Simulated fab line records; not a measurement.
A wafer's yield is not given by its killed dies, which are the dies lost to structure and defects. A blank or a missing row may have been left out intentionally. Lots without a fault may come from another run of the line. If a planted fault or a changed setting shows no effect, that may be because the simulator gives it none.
fab line records	flow n5_finfet
record lots=12	wafers=34	last_day=17
route steps=1938 shown BEOL_M7@1331 BEOL_M8@1334 PASSIVATION@1936
lots that met no fault: taken from a fault-free run of the same line
start_h: start of the lot's first displayed wafer, in hours after the record's first day	wait_h: how many hours have passed since the lot's step before this one	" the same as in the row above	L1.1+2: a single row standing in for several wafers	- no value, or no start given	* or withheld: withheld	< > ~ a bound
route shown NAME@n: NAME is a module with steps in the file, n the number in the route of the first one	usual: mean and standard deviation over wafers with no fault	same: alike in all rows	chamber/n: place in a boat	sites: per-site readings	_std_site: the values' standard deviation	_edge_site: the outer-site mean with the inner-site mean subtracted	radius_mm: how far each site lies from the wafer's centre	mask NAME#n: copy n	behind: the last tool/chamber to shape the wafer	hold: the reason the lot was held/the length of the hold in hours/how it ended	device: the transistor (n, p or np) that didn't switch	end of line: the same wafers' tests at the end of the route	where a step has no rows: the recipe by itself	killed: at the first sort, the dies lost to defects and structure; wafer yield is something else	map: per-die view of a wafer (x killed, . not killed, _ where there is no die)
set.NAME: the setting the step ran with; set.NAME@STEP: the setting that earlier step ran with	model.NAME: the simulator's own value behind a step, which no gauge read
steps of the route over a sample of lots; a table a step, a row a wafer
services: a tool's chamber out of use, with start hour (start_h, from the record's first day; less than 0 if before it), hours out, and reason
## steps
# step N5_BEOL_M7_INSPECT_58
# recipe inspect_instrument=darkfield	mode=post_dep
# usual raw_defect_count=71/25
lot.wafer	tool	chamber	start_h	wait_h	raw_defect_count
L279.2	defect_inspect-01	-	204.62	0.0	56
L279.4	"	-	"	"	76
L279.5	"	-	"	"	49
L281.3	defect_inspect-01	-	207.95	0.0	36
L281.5	"	-	"	"	43
L281.6	"	-	"	"	71
L282.2	defect_inspect-01	-	225.99	0.0	75
L282.3	"	-	"	"	91
L282.4	"	-	"	"	76
L283.2	defect_inspect-01	-	227.43	0.0	78
L283.3	"	-	"	"	77
L283.4	"	-	"	"	70
L287.2	defect_inspect-01	-	245.41	0.0	33
L287.3	"	-	"	"	45
L288.2	defect_inspect-01	-	250.87	0.0	89
L288.5	"	-	"	"	69
L288.6	"	-	"	"	69
L290.1	defect_inspect-01	-	267.24	0.0	82
L290.5	"	-	"	"	79
L293.2	defect_inspect-01	-	285.38	0.0	54
L293.5	"	-	"	"	38
L293.6	"	-	"	"	43
L294.1	defect_inspect-01	-	293.01	0.0	41
L294.4	"	-	"	"	42
L294.6	"	-	"	"	58
L295.1	defect_inspect-01	-	307.15	0.0	95
L295.3	"	-	"	"	107
L295.5	"	-	"	"	115
L296.2	defect_inspect-02	-	308.67	0.0	67
L296.4	"	-	"	"	58
L296.6	"	-	"	"	51
L302.3	defect_inspect-02	-	340.12	0.0	49
L302.5	"	-	"	"	45
L302.6	"	-	"	"	45
# step N5_BEOL_M8_THK_MEAS_01
# recipe reads=SiCOH_lowk_of_BEOL_M8_ILD_DEP_00
# usual M8_ILD_THK=155.4/2.1
lot.wafer	tool	chamber	start_h	wait_h	M8_ILD_THK[nm]
L279.2	film_metro-02	-	205.24	0.4	157.4
L279.4	"	-	"	"	159.7
L279.5	"	-	"	"	158.9
L281.3	film_metro-01	-	208.97	0.3	158.6
L281.5	"	-	"	"	158.0
L281.6	"	-	"	"	158.7
L282.2	film_metro-01	-	226.60	0.4	155.9
L282.3	"	-	"	"	155.1
L282.4	"	-	"	"	156.7
L283.2	film_metro-02	-	228.04	0.4	151.7
L283.3	"	-	"	"	154.3
L283.4	"	-	"	"	155.9
L287.2	film_metro-02	-	246.02	0.4	154.7
L287.3	"	-	"	"	152.8
L288.2	film_metro-02	-	251.48	0.4	152.9
L288.5	"	-	"	"	155.3
L288.6	"	-	"	"	154.5
L290.1	film_metro-01	-	267.88	0.4	150.9
L290.5	"	-	"	"	155.3
L293.2	film_metro-02	-	285.99	0.4	152.9
L293.5	"	-	"	"	158.0
L293.6	"	-	"	"	157.2
L294.1	film_metro-02	-	293.62	0.4	155.6
L294.4	"	-	"	"	158.9
L294.6	"	-	"	"	156.3
L295.1	film_metro-01	-	307.76	0.4	155.5
L295.3	"	-	"	"	154.4
L295.5	"	-	"	"	155.6
L296.2	film_metro-01	-	309.28	0.4	156.3
L296.4	"	-	"	"	159.1
L296.6	"	-	"	"	157.3
L302.3	film_metro-02	-	340.73	0.3	156.3
L302.5	"	-	"	"	158.6
L302.6	"	-	"	"	159.5
# step N5_BEOL_M8_INSPECT_13
# recipe mode=adi	inspect_instrument=brightfield
# usual raw_defect_count=379/79
lot.wafer	tool	chamber	start_h	wait_h	raw_defect_count
L279.2	defect_inspect-02	-	209.00	0.0	303
L279.4	"	-	"	"	341
L279.5	"	-	"	"	293
L281.3	defect_inspect-01	-	210.45	0.0	260
L281.5	"	-	"	"	301
L281.6	"	-	"	"	393
L282.2	defect_inspect-01	-	227.41	0.0	366
L282.3	"	-	"	"	322
L282.4	"	-	"	"	311
L283.2	defect_inspect-01	-	230.26	0.0	496
L283.3	"	-	"	"	454
L283.4	"	-	"	"	397
L287.2	defect_inspect-02	-	248.45	0.0	230
L287.3	"	-	"	"	225
L288.2	defect_inspect-02	-	252.47	0.0	401
L288.5	"	-	"	"	344
L288.6	"	-	"	"	277
L290.1	defect_inspect-02	-	270.52	0.0	371
L290.5	"	-	"	"	447
L293.2	defect_inspect-01	-	288.43	0.0	443
L293.5	"	-	"	"	400
L293.6	"	-	"	"	419
L294.1	defect_inspect-02	-	297.52	0.0	330
L294.4	"	-	"	"	295
L294.6	"	-	"	"	252
L295.1	defect_inspect-02	-	308.71	0.0	432
L295.3	"	-	"	"	374
L295.5	"	-	"	"	354
L296.2	defect_inspect-01	-	310.82	0.0	366
L296.4	"	-	"	"	465
L296.6	"	-	"	"	371
L302.3	defect_inspect-01	-	343.22	0.0	488
L302.5	"	-	"	"	522
L302.6	"	-	"	"	417
# step N5_BEOL_M8_ETCH_62
# recipe chemistry=N2/H2	target=SOC	target_depth_a=1100	overetch_a=220	mask_material=SiARC	temp_c=40	time_s=165	ion_energy_ev=200	pressure_mtorr=30	source_w=840	bias_w=150	n2_flow_sccm=200	h2_flow_sccm=200
# usual bias_w=149.9/0.44	drypump_motor_current_A=5.5/0.39	oes_product_au=0.67/0.067	rf_fwd_power_W=837.6/2.4	rf_vpp_V=523.6/2.6	showerhead_plenum_p_Torr=2.53/0.09	throttle_valve_pct=17.78/0.25
lot.wafer	tool	chamber	start_h	wait_h	bias_w	drypump_motor_current_A	oes_product_au	rf_fwd_power_W	rf_hours_counter_h	rf_vpp_V	showerhead_plenum_p_Torr	throttle_valve_pct
L279.2	rie_diel-01	0	209.12	0.0	150.1	6.0	0.75	831.0	50	521.3	2.46	17.53
L279.4	"	0	"	"	149.9	6.0	0.75	834.3	-	522.7	2.46	17.55
L279.5	"	1	"	"	149.9	5.2	0.62	838.9	-	523.6	2.53	17.93
L281.3	rie_diel-05	3	210.58	0.0	150.1	5.0	0.58	835.7	229	525.1	2.60	17.75
L281.5	"	3	"	"	149.6	5.0	0.59	833.5	-	525.3	2.60	17.74
L281.6	"	0	"	"	149.3	4.9	0.59	834.7	-	519.3	2.43	18.09
L282.2	rie_diel-01	1	227.57	0.0	150.7	5.2	0.62	839.2	171	524.8	2.53	17.92
L282.3	"	2	"	"	149.7	5.4	0.69	833.2	89	524.1	2.55	17.58
L282.4	"	3	"	"	149.8	5.9	0.60	838.3	217	526.6	2.63	18.02
L283.2	rie_diel-01	3	230.39	0.0	150.1	5.9	0.60	837.2	217	526.0	2.63	18.02
L283.3	"	2	"	"	150.7	5.4	0.69	839.5	90	523.2	2.55	17.57
L283.4	"	0	"	"	149.9	6.0	0.74	839.9	58	522.6	2.46	17.56
L287.2	rie_diel-04	3	248.80	0.0	150.4	5.0	0.74	837.6	26	525.2	2.61	17.39
L287.3	"	0	"	"	150.2	6.1	0.73	836.4	37	525.8	2.59	17.49
L288.2	rie_diel-04	3	252.60	0.0	150.2	5.1	0.74	837.4	28	524.8	2.61	17.39
L288.5	"	1	"	"	149.9	5.6	0.79	841.2	-	528.2	2.72	17.74
L288.6	"	0	"	"	149.9	6.0	0.73	837.2	-	525.9	2.59	17.51
L290.1	rie_diel-05	1	271.14	0.0	149.9	5.6	0.66	839.0	105	522.5	2.46	17.69
L290.5	"	1	"	"	149.3	5.6	0.65	843.0	-	521.0	2.46	17.68
L293.2	rie_diel-01	2	288.56	0.0	150.3	5.4	0.68	838.8	106	524.5	2.55	17.62
L293.5	"	3	"	"	150.0	5.9	0.58	837.0	-	525.8	2.62	18.04
L293.6	"	2	"	"	150.3	5.4	0.67	840.3	-	526.2	2.55	17.61
L294.1	rie_diel-01	0	297.74	0.0	149.8	6.0	0.72	839.1	77	521.5	2.45	17.58
L294.4	"	1	"	"	149.8	5.2	0.61	838.5	192	523.4	2.52	17.97
L294.6	"	1	"	"	149.7	5.2	0.62	838.4	-	522.9	2.52	17.96
L295.1	rie_diel-01	2	308.84	0.0	149.5	5.4	0.67	637.1	115	572.7	2.54	17.63
L295.3	"	0	"	"	150.4	6.0	0.71	631.5	82	571.9	2.45	17.59
L295.5	"	2	"	"	149.9	5.4	0.67	636.5	-	573.1	2.54	17.62
L296.2	rie_diel-01	3	311.24	0.0	149.9	5.9	0.58	635.4	241	573.9	2.62	18.06
L296.4	"	2	"	"	149.4	5.4	0.67	639.1	116	573.4	2.54	17.64
L296.6	"	2	"	"	149.3	5.4	0.67	638.1	-	575.4	2.54	17.62
L302.3	rie_diel-04	2	343.67	0.0	150.1	5.7	0.73	836.4	43	524.0	2.56	17.73
L302.5	"	3	"	"	149.7	5.1	0.70	841.3	-	526.0	2.59	17.44
L302.6	"	2	"	"	149.1	5.7	0.72	835.5	-	525.1	2.56	17.74
# step N5_PASSIVATION_PROBE_49
# usual defect_limited_yield=91.1/1.6	killed_at_M0_to_M3=35/11	killed_at_M4_up=13/5.4	killed_at_contacts=13/6.5	killed_at_front_end=40/14	killed_at_other=4/3.1	killed_dies=105/18	killed_open=69/14	killed_short=34/7.3	sort_bin_5_function=5.2/0.96	sort_bin_6_memory=3.4/0.77	sort_bin_8_speed=0.02/0.13	sort_n_pass=1075/19
# same gross_dies=1180	killed_at_back_side=0	sort_bin_4_leakage[%]=0
lot.wafer	tool	chamber	start_h	wait_h	defect_limited_yield[%]	killed_at_M0_to_M3	killed_at_M4_up	killed_at_contacts	killed_at_front_end	killed_at_other	killed_dies	killed_open	killed_short	sort_bin_5_function[%]	sort_bin_6_memory[%]	sort_bin_8_speed[%]	sort_n_pass
L288.5	prober-02	-	327.80	0.2	92.6	24	9	8	42	4	87	50	37	4.7	2.4	0	1093
L290.5	prober-01	-	349.33	0.2	91.6	39	5	7	42	6	99	70	27	5.0	3.1	0	1081
L295.1	prober-01	-	374.06	0.0	92.6	25	22	10	26	4	87	62	20	4.7	2.2	0	1093
L295.3	prober-01	-	374.16	0.1	73.8	26	239	9	28	7	309	56	25	23.0	3.1	0	871
L295.5	prober-01	-	374.26	0.2	92.1	23	18	6	44	2	93	58	30	4.5	2.8	0	1087
L296.2	prober-02	-	381.19	0.1	88.5	57	24	10	43	2	136	75	42	7.5	3.5	0	1044
L296.4	prober-02	-	381.29	0.2	88.8	55	8	15	51	3	132	92	40	6.4	4.2	0	1048
L296.6	prober-02	-	381.39	0.3	88.2	54	10	19	56	0	139	94	41	7.5	3.6	0	1041
# killed by level:class
L288.5 BEOL_M0_SAQP:geometric_particle:short=9 FIN_SAQP:geometric_particle:short=8 GATE_CUT:geometric_particle:short=7 FIN_SAQP:geometric_particle:open=6 STI_FIN_REVEAL:geometric_particle:open=6 MOL_CONTACT_COAG:geometric_particle:open=6 BEOL_M4:geometric_particle:open=6 BEOL_M3:geometric_particle:open=5
L290.5 STI_FIN_REVEAL:geometric_particle:open=10 BEOL_M0_SAQP:geometric_particle:open=9 FIN_SAQP:geometric_particle:open=8 BEOL_M3:geometric_particle:open=8 FIN_SAQP:geometric_particle:short=6 MOL_CONTACT_COAG:geometric_particle:open=6 DUMMY_GATE:geometric_particle:open=5 BEOL_M0_SAQP:geometric_particle:short=5
L295.1 BEOL_M4:geometric_particle:open=15 MOL_CONTACT_COAG:geometric_particle:open=9 BEOL_M1:geometric_particle:open=6 FIN_SAQP:geometric_particle:open=4 STI_FIN_REVEAL:geometric_particle:open=4 BEOL_M0_SAQP:geometric_particle:short=4 BEOL_M3:geometric_particle:open=4 BEOL_M2:geometric_particle:open=4
L295.3 BEOL_M8:area_etch=224 BEOL_M4:geometric_particle:open=9 MOL_CONTACT_COAG:geometric_particle:open=7 DUMMY_GATE:geometric_particle:open=6 BEOL_M0_SAQP:geometric_particle:open=6 BEOL_M2:geometric_particle:open=6 FIN_SAQP:geometric_particle:open=5 BEOL_M1:geometric_particle:open=5
L295.5 STI_FIN_REVEAL:geometric_particle:open=9 FIN_SAQP:geometric_particle:short=8 BEOL_M4:geometric_particle:short=7 MOL_CONTACT_COAG:geometric_particle:open=6 BEOL_M0_SAQP:geometric_particle:open=6 BEOL_M1:geometric_particle:open=6 DUMMY_GATE:geometric_particle:open=5 BEOL_M0_SAQP:geometric_particle:short=5
L296.2 BEOL_M0_SAQP:geometric_particle:open=14 BEOL_M8:area_etch=14 FIN_SAQP:geometric_particle:open=13 BEOL_M1:geometric_particle:open=11 BEOL_M3:geometric_particle:open=9 BEOL_M0_SAQP:geometric_particle:short=8 MOL_CONTACT_COAG:geometric_particle:open=7 FIN_SAQP:geometric_particle:short=6
L296.4 STI_FIN_REVEAL:geometric_particle:open=22 BEOL_M3:geometric_particle:open=15 MOL_CONTACT_COAG:geometric_particle:open=14 BEOL_M1:geometric_particle:open=11 BEOL_M0_SAQP:geometric_particle:open=9 BEOL_M0_SAQP:geometric_particle:short=9 FIN_SAQP:geometric_particle:short=6 DUMMY_GATE:geometric_particle:open=5
L296.6 STI_FIN_REVEAL:geometric_particle:open=25 MOL_CONTACT_COAG:geometric_particle:open=17 BEOL_M0_SAQP:geometric_particle:open=10 BEOL_M1:geometric_particle:short=10 BEOL_M1:geometric_particle:open=10 BEOL_M0_SAQP:geometric_particle:short=8 FIN_SAQP:geometric_particle:open=7 FIN_SAQP:geometric_particle:short=6
## services
tool	chamber	start_h	hours	kind
rie_diel-01	3	195.47	16.5	repair
rie_diel-04	1	196.86	-	clean
rie_diel-04	1	196.86	-	consumable_replace:focus_ring
rie_diel-04	1	196.86	-	consumable_replace:showerhead
rie_diel-04	1	196.86	14.6	scheduled_down
rie_diel-04	1	196.86	14.6	vent_cycle
rie_diel-04	0	199.60	4.3	repair
rie_diel-04	2	211.62	-	clean
rie_diel-04	2	211.62	-	consumable_replace:focus_ring
rie_diel-04	2	211.62	19.5	scheduled_down
rie_diel-04	2	211.62	19.5	vent_cycle
rie_diel-05	0	245.48	11.8	repair
rie_diel-01	-	259.93	15.6	pm
rie_diel-05	3	266.21	-	clean
rie_diel-05	3	266.21	-	consumable_replace:focus_ring
rie_diel-05	3	266.21	19.3	scheduled_down
rie_diel-01	1	286.84	1.3	repair
rie_diel-05	3	295.88	15.1	repair
rie_diel-01	0	311.92	8.4	repair
rie_diel-05	0	314.81	2.2	repair
rie_diel-01	3	337.19	-	clean
rie_diel-01	3	337.19	-	consumable_replace:focus_ring
rie_diel-01	3	337.19	15.0	scheduled_down
rie_diel-01	3	337.19	15.0	vent_cycle
## key
first_sign step=N5_BEOL_M8_ETCH_62	reading=rf_fwd_power_W	direction=down	sigmas=82	usual=*	struck=*
effect step=N5_BEOL_M8_ETCH_62	reading=rf_vpp_V	direction=up	sigmas=19	usual=523.6	struck=573.4
effect step=N5_PASSIVATION_PROBE_49	reading=killed_at_M4_up	direction=up	sigmas=7.5	usual=13	struck=54	wafers_moved=2
more_kills_born_at N5_BEOL_M8_ETCH_62@rie_diel-01=238
met_at N5_BEOL_M8_ETCH_62
struck_lots L295,L296
not_acting_at N5_BEOL_M7_INSPECT_58,N5_BEOL_M8_THK_MEAS_01,N5_BEOL_M8_INSPECT_13
onset_between 297.74 308.84
fault kind=process_parameter_drift	tool=rie_diel-01	chamber=-	onset_h=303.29	steps=N5_BEOL_M8_ETCH_62	channel=source_w	offset=-201.6	shape=step	end_h=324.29	acts_in=these_recipes_only	stated=840
